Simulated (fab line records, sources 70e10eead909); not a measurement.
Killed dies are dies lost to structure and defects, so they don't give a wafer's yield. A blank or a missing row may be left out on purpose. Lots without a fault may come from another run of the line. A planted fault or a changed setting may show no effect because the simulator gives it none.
Which tool did it? | flow nand_harc | 6 lots, 18 wafers sampled, at 6 steps of a route of 1159

WHAT THE GAUGES READ, wafer by wafer
NHARC_END_SORT_01.
lot  | measured     | on        | killed_at_array
L283 | day 24 06:23 | prober-01 | 8 12 13

WHICH TOOL RAN EACH LOT (tool, then ch and the chambers of the sampled wafers, then the start)
lot  | NHARC_P_GATE_RTA_64              | NHARC_P_GATE_DEGAS_109       | NHARC_P_CONTACT_CMP_01        | NHARC_P_CONTACT_CVD_23        | NHARC_P_CONTACT_CMP_24
L276 | rtp_anneal-01 ch 0, day 5 19:20  | pvd_sputter-03, day 5 19:39  | cmp-01 ch 0,1,3, day 5 21:58  | cvd_w-02 ch 0,1, day 6 07:17  | cmp-02 ch 1,2,3, day 6 07:52
L278 | rtp_anneal-01 ch 0, day 6 09:28  | pvd_sputter-01, day 6 09:47  | cmp-01 ch 2,3, day 6 11:33    | cvd_w-01 ch 0,1, day 6 15:17  | cmp-01 ch 0,2,3, day 6 15:53
L280 | rtp_anneal-01 ch 0, day 7 03:20  | pvd_sputter-03, day 7 03:39  | cmp-01 ch 0,1,3, day 7 05:25  | cvd_w-02 ch 0,1, day 7 12:46  | cmp-01 ch 0,2,3, day 7 13:26
L283 | rtp_anneal-02 ch 0, day 7 18:06  | pvd_sputter-02, day 7 18:21  | cmp-03 ch 1,2,3, day 7 20:22  | cvd_w-01 ch 0,1, day 7 23:47  | cmp-02 ch 0,1,3, day 8 00:13
L293 | rtp_anneal-02 ch 0, day 10 11:40 | pvd_sputter-02, day 10 11:58 | cmp-01 ch 0,1,2, day 10 13:56 | cvd_w-01 ch 0,1, day 10 19:56 | cmp-01 ch 0,3, day 10 20:36
L296 | rtp_anneal-02 ch 0, day 10 21:34 | pvd_sputter-03, day 10 21:52 | cmp-01 ch 1,2, day 10 23:37   | cvd_w-01 ch 0,1, day 11 02:43 | cmp-01 ch 2,3, day 11 03:25
- NHARC_P_GATE_RTA_64: time 1 s.
- NHARC_P_GATE_DEGAS_109: time 60 s.
- NHARC_P_CONTACT_CMP_01: polishes SiO2, target thk 200 nm.
- NHARC_P_CONTACT_CVD_23: deposits W, target thk 200 nm, time 557 s.
- NHARC_P_CONTACT_CMP_24: polishes, t overpolish 30 s, target thk 200 nm.

THE ANSWER, worked out from the rows above alone
Rule: what is usual is taken from the lots themselves. Put in order of their means at a reading, lots are off if they are a third of the lots or fewer, leave a main group of 4 or more, and stand apart from it by a gap of 3 or more times the standard deviation of the main group's means; of several such gaps the widest counts. A main group whose means are all the same, to the digits that the tables above print for the reading, isn't used. A lot without any number at a reading at which 4 lots or more have one is off too. The other lots that the step has rows for count as sound.
No lot is off at any reading shown: from this, nothing can be told.

WHAT THE SIMULATOR HAD PUT IN
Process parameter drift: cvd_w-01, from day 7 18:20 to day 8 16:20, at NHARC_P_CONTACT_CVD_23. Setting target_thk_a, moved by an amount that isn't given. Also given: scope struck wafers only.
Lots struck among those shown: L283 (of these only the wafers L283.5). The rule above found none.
